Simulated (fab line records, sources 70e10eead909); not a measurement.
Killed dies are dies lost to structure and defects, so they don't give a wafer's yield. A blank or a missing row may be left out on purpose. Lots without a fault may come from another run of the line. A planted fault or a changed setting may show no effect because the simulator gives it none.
Which tool did it? | flow nand_harc | 24 lots, 72 wafers sampled, at 2 steps of a route of 1302

WHAT THE GAUGES READ, wafer by wafer
NHARC_A_SGD_CUT_CD_MEAS_09: target cd 100 nm. Usual: cd_nm 100.4 nm, standard deviation 0.88.
lot  | measured     | on        | cd_nm (nm)        | flag
L074 | day 19 01:41 | cd_sem-02 | 98.9 99.0 99.0    |
L075 | day 19 20:58 | cd_sem-01 | 100.4 100.9 100.8 |
L076 | day 19 21:19 | cd_sem-02 | 99.9 99.4 100.4   |
L077 | day 20 10:20 | cd_sem-03 | 101.6 100.0 100.9 |
L080 | day 21 01:04 | cd_sem-02 | 100.1 101.1 101.3 |
L078 | day 21 01:20 | cd_sem-03 | 99.2 100.3 99.1   |
L079 | day 21 04:10 | cd_sem-02 | 102.1 101.4 102.2 |
L081 | day 22 14:50 | cd_sem-01 | 100.0 99.8 100.6  |
L082 | day 22 15:07 | cd_sem-01 | 99.4 99.1 98.7    |
L084 | day 23 13:29 | cd_sem-03 | 101.0 101.5 101.9 |
L083 | day 23 13:50 | cd_sem-03 | 99.1 100.4 99.0   |
L085 | day 24 01:29 | cd_sem-01 | 100.1 101.0 99.8  |
L087 | day 24 02:42 | cd_sem-03 | 100.0 100.9 99.8  |
L086 | day 24 08:37 | cd_sem-02 | 101.8 102.1 100.9 |
L088 | day 24 22:53 | cd_sem-02 | 100.3 100.4 100.4 |
L089 | day 24 23:04 | cd_sem-01 | 100.1 100.2 101.3 |
L090 | day 25 23:56 | cd_sem-02 | 100.4 100.7 99.8  |
L091 | day 26 10:47 | cd_sem-01 | 100.3 100.0 100.5 |
L092 | day 26 11:23 | cd_sem-01 | 99.6 99.8 99.5    |
L093 | day 27 03:25 | cd_sem-02 | 102.4 101.1 101.3 |
L094 | day 27 13:01 | cd_sem-03 | 101.7 100.7 99.3  |
L096 | day 27 22:52 | cd_sem-03 | 99.6 101.7 101.0  |
L095 | day 28 00:00 | cd_sem-03 | 100.2 99.3 98.9   |
L097 | day 29 16:34 | cd_sem-01 | 100.6 100.4 101.8 |

WHICH TOOL RAN EACH LOT (tool, then ch and the chambers of the sampled wafers, then the start)
lot  | NHARC_A_STAIRCASE_CMP_450
L074 | cmp-03 ch 0,1, day 18 23:02
L075 | cmp-02 ch 0,3, day 19 17:50
L076 | cmp-03 ch 0,2,3, day 19 18:33
L077 | cmp-03 ch 1,3, day 20 07:34
L080 | cmp-02 ch 0,2,3, day 20 22:25
L078 | cmp-03 ch 1,2,3, day 20 22:46
L079 | cmp-02 ch 0,2,3, day 21 01:40
L081 | cmp-04 ch 0,1, day 22 12:16
L082 | cmp-02 ch 2,3, day 22 12:32
L084 | cmp-04 ch 0,1,2, day 23 10:57
L083 | cmp-03 ch 0,1,3, day 23 11:15
L085 | cmp-03 ch 0,3, day 23 23:01
L087 | cmp-03 ch 1,2, day 24 00:13
L086 | cmp-04 ch 1,2,3, day 24 06:01
L088 | cmp-04 ch 0,1,3, day 24 20:21
L089 | cmp-03 ch 0,1, day 24 20:24
L090 | cmp-03 ch 0,1,3, day 25 21:28
L091 | cmp-03 ch 0,2, day 26 08:13
L092 | cmp-03 ch 1,3, day 26 08:46
L093 | cmp-04 ch 0,1,3, day 27 00:47
L094 | cmp-02 ch 0,1,3, day 27 10:34
L096 | cmp-04 ch 0,1,3, day 27 20:10
L095 | cmp-02 ch 0,1, day 27 21:16
L097 | cmp-04 ch 0,1, day 29 13:59
- NHARC_A_STAIRCASE_CMP_450: polishes SiO2, target thk 200 nm.

WHAT THE TOOLS THEMSELVES READ (means of the sampled wafers that have a number; where no wafer has one, the mark that the record gives instead)
NHARC_A_STAIRCASE_CMP_450. Usual: motor_current_A 12.4 A, standard deviation 1.2.
lot  | tool   | motor_current_A (A) | flag
L074 | cmp-03 | 13.3                |
L075 | cmp-02 | 11.8                |
L076 | cmp-03 | 13.0                |
L077 | cmp-03 | 11.7                |
L080 | cmp-02 | 11.7                |
L078 | cmp-03 | 12.3                |
L079 | cmp-02 | 12.2                |
L081 | cmp-04 | 13.1                |
L082 | cmp-02 | 11.7                |
L084 | cmp-04 | 12.6                |
L083 | cmp-03 | 13.1                |
L085 | cmp-03 | 13.8                |
L087 | cmp-03 | 11.1                |
L086 | cmp-04 | 12.7                |
L088 | cmp-04 | 12.5                |
L089 | cmp-03 | 12.7                |
L090 | cmp-03 | 12.8                |
L091 | cmp-03 | 12.0                |
L092 | cmp-03 | 12.4                |
L093 | cmp-04 | 12.3                |
L094 | cmp-02 | 12.1                |
L096 | cmp-04 | 12.3                |
L095 | cmp-02 | 13.4                |
L097 | cmp-04 | 13.4                |

THE ANSWER, worked out from the rows above alone
Rule: a lot is off if the mean of its wafers that have a number lies more than 3 standard deviations from the usual mean. A lot without any number at a reading at which 4 lots or more have one is off too. The other lots that the step has rows for count as sound. The gauges are gone through in route order, then the tools' own readings, and for those a lot's mean is taken as printed above. The first step at which some lot is off is used, and at that step the reading that is off furthest; a lot without a number counts as furthest.
No lot is off at any reading shown: from this, nothing can be told.

WHAT THE SIMULATOR HAD PUT IN
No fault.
